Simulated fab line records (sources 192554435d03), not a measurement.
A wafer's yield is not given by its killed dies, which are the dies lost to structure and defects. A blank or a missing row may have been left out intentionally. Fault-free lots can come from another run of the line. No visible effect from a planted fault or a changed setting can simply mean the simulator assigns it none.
Which tool did it?	flow n5-finfet	33 wafers from 11 lots sampled at 5 of the route's 1938 steps

WHAT THE GAUGES SHOWED, per wafer
N5_FIN_SAQP_CD_MEAS_16: target cd 35.6 nm.
lot	measured	on	cd-nm (nm)
L617	day 2 03:44	cd-sem-03	35.31 35.50 35.63
L620	day 2 21:42	cd-sem-02	35.44 35.38 35.26
L622	day 3 09:23	cd-sem-02	35.94 35.70 36.03
L625	day 4 03:47	cd-sem-02	37.15 37.57 37.45
L626	day 4 10:08	cd-sem-02	36.73 36.87 36.76
L628	day 4 21:12	cd-sem-03	35.75 35.41 35.67
L629	day 5 04:34	cd-sem-01	35.35 35.70 36.00
L631	day 5 15:28	cd-sem-01	35.91 35.35 35.26
L634	day 6 10:52	cd-sem-01	35.48 35.82 35.60
L636	day 6 22:52	cd-sem-03	35.71 35.56 35.19
L638	day 7 10:17	cd-sem-01	35.61 36.33 36.26

TOOL THAT RAN EACH LOT (tool first, then ch and the chambers of the sampled wafers, then the start)
lot	N5_PMOS_HMC_CHANNEL_EPI_ETCH_38	N5_FIN_SAQP_PECVD_47	N5_FIN_SAQP_HM_DEP_72	N5_FIN_SAQP_EXPOSE_13
L617	rie-si-04 ch 0,1, day 1 23:39	pecvd-03 ch 1,2, day 2 03:03	pecvd-01 ch 0,1, day 2 03:16	arfi-scanner-03 ch 0, day 2 03:36
L620	rie-si-04 ch 1,2,3, day 2 18:03	pecvd-03 ch 0,1, day 2 21:01	pecvd-01 ch 0,1, day 2 21:13	arfi-scanner-03 ch 0, day 2 21:34
L622	rie-si-02 ch 0,2,3, day 3 05:38	pecvd-01 ch 0,2, day 3 08:44	pecvd-03 ch 0,1, day 3 08:56	arfi-scanner-02 ch 0, day 3 09:15
L625	rie-si-02 ch 0,1,3, day 4 00:08	pecvd-01 ch 0,1, day 4 03:08	pecvd-04 ch 0,1,2, day 4 03:20	arfi-scanner-01 ch 0, day 4 03:40
L626	rie-si-03 ch 0,3, day 4 06:30	pecvd-03 ch 0,1,2, day 4 09:37	pecvd-04 ch 0,1,2, day 4 09:50	arfi-scanner-01 ch 0, day 4 10:01
L628	rie-si-03 ch 0,1,2, day 4 17:28	pecvd-04 ch 0,1, day 4 20:33	pecvd-03 ch 1,2, day 4 20:46	arfi-scanner-03 ch 0, day 4 21:04
L629	rie-si-03 ch 0,2,3, day 5 00:20	pecvd-03 ch 0,1,2, day 5 04:02	pecvd-04 ch 0,1,2, day 5 04:15	arfi-scanner-03 ch 0, day 5 04:26
L631	rie-si-03 ch 0,1,2, day 5 11:49	pecvd-03 ch 0,1, day 5 14:49	pecvd-04 ch 0,1,2, day 5 15:01	arfi-scanner-03 ch 0, day 5 15:20
L634	rie-si-02 ch 0,1,3, day 6 06:40	pecvd-01 ch 1,2, day 6 10:11	pecvd-03 ch 1,2, day 6 10:24	arfi-scanner-03 ch 0, day 6 10:44
L636	rie-si-02 ch 0,2,3, day 6 18:46	pecvd-03 ch 1,2, day 6 22:12	pecvd-01 ch 1,2, day 6 22:25	arfi-scanner-03 ch 0, day 6 22:44
L638	rie-si-04 ch 0,2,3, day 7 05:58	pecvd-04 ch 0,2, day 7 09:38	pecvd-04 ch 0,1,2, day 7 09:50	arfi-scanner-03 ch 0, day 7 10:10
- N5_PMOS_HMC_CHANNEL_EPI_ETCH_38: etches SiO2 in CF4, target depth 1.5 nm.
- N5_FIN_SAQP_PECVD_47: deposits a-Si from SiH4/He, target thk 45 nm, time 36.3 s.
- N5_FIN_SAQP_HM_DEP_72: deposits SiO2 from SiH4/N2O, target thk 12 nm, time 7.2 s.
- N5_FIN_SAQP_EXPOSE_13: exposes mask FIN CORE, target cd 35.6 nm.

THE ANSWER, worked out from the rows above alone
Rule: the usual values come from the lots themselves. The widest of any qualifying gaps counts: lots, ordered by their means at a reading, are off when they make up no more than a third of the lots, leave a main group of 4 or more, and stand apart from it by 3 or more times the standard deviation of that group's means. A main group is skipped when, at the precision printed for the reading in the tables above, its means are all equal. Also off: a lot with no number at a reading for which 4 or more lots have one. The other lots that the step has rows for count as sound.
Off, at N5_FIN_SAQP_CD_MEAS_16 on cd-nm: L625, L626. Mean 35.64 nm and standard deviation 0.21 in the main group.
If a tool, at a process step before that reading, ran all the lots that are off and no sound lot after the first of them, it fits. Those tools and the gauges at N5_FIN_SAQP_CD_MEAS_16 are tried in the same way. Can't be told from this: 2 tools fit, arfi-scanner-01 at N5_FIN_SAQP_EXPOSE_13, cd-sem-02 at N5_FIN_SAQP_CD_MEAS_16.

WHAT THE SIMULATOR HAD INSERTED
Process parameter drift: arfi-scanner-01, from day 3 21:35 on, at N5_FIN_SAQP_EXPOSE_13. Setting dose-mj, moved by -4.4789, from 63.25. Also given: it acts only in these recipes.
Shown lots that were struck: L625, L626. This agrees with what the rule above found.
